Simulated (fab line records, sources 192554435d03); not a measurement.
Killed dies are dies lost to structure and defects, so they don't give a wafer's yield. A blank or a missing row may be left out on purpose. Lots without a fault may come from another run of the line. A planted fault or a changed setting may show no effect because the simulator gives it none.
Split-lot experiment | flow n5_finfet | 7 lots, 21 wafers read, on a route of 1938 steps

THE SPLIT
At N5_PASSIVATION_EXPOSE_41 (exposes mask PASS OPEN, defocus 0 nm, target cd 40000 nm), the setting dose_mj was moved away from the recipe's 57.25 on 6 of the 21 wafers read, by -4.6% to +5.9%. The other wafers ran this setting at the recipe's value.

FROM THE SPLIT TO THE READING: what the file shows between them, 3 steps
- N5_PASSIVATION_PEB_42
- N5_PASSIVATION_DEVELOP_43: develop time 60 s
- N5_PASSIVATION_HARDBAKE_45: time 120 s

THE READING
cd_nm, in nm, at N5_PASSIVATION_CD_MEAS_44 (target cd 40000 nm). Fault-free wafers of this fab line usually give 39999 nm, standard deviation 5.7 nm.

wafer  | tool, chamber at the split | dose_mj as run | against the recipe | cd_nm, nm | against lot-mates on the recipe
L074.3 | krf_scanner-02, 0          | 57.25          | recipe             | 39999     | -
L074.5 | krf_scanner-02, 0          | 57.25          | recipe             | 39995     | -
L074.6 | krf_scanner-02, 0          | 57.25          | recipe             | 40004     | -
L077.1 | krf_scanner-02, 0          | 59.73          | +4.3%              | 40017     | +23
L077.2 | krf_scanner-02, 0          | 57.25          | recipe             | 39994     | -
L077.3 | krf_scanner-02, 0          | 59.73          | +4.3%              | 40017     | +23
L078.1 | krf_scanner-01, 0          | 57.25          | recipe             | 40000     | -
L078.4 | krf_scanner-01, 0          | 57.25          | recipe             | 39995     | -
L078.5 | krf_scanner-01, 0          | 57.25          | recipe             | 39999     | -
L082.1 | krf_scanner-02, 0          | 54.59          | -4.6%              | 39977     | -24
L082.2 | krf_scanner-02, 0          | 57.25          | recipe             | 40001     | -
L082.6 | krf_scanner-02, 0          | 54.59          | -4.6%              | 39988     | -13
L084.2 | krf_scanner-02, 0          | 57.25          | recipe             | 39996     | -
L084.4 | krf_scanner-02, 0          | 57.25          | recipe             | 39997     | -
L084.5 | krf_scanner-02, 0          | 57.25          | recipe             | 39995     | -
L093.1 | krf_scanner-02, 0          | 57.25          | recipe             | 39993     | -
L093.4 | krf_scanner-02, 0          | 57.25          | recipe             | 39996     | -
L093.6 | krf_scanner-02, 0          | 57.25          | recipe             | 40004     | -
L094.2 | krf_scanner-02, 0          | 57.25          | recipe             | 39993     | -
L094.4 | krf_scanner-02, 0          | 60.64          | +5.9%              | 40018     | +25
L094.5 | krf_scanner-02, 0          | 60.64          | +5.9%              | 40020     | +27

THE FIT
A straight line over all 21 wafers: cd_nm changes by +3.7 nm for each +1% of dose_mj; r = +0.94; the points scatter about the line by 3.8 nm.
The same after taking each lot's own level away (the mean of its wafers on the recipe; 21 wafers): +4.46 nm for each +1%; r = +0.96; scatter 3.4 nm.
On that fit, the largest move of dose_mj shifts the reading by 26 nm.
The lots' own levels span 39993.0 to 40001.0 nm, that is 1.4 times the standard deviation above.
So the lot-to-lot level changes the slope: the two fits differ.
Check: with one of the wafers moved furthest among these (+5.9%) left out of the fit, the line predicts +27.6 nm for it against its lot-mates. It came out at +25 nm against them.

THE FILE'S OWN FIT
cd_nm changes by +4.46 nm for each +1% of dose_mj, r = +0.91.
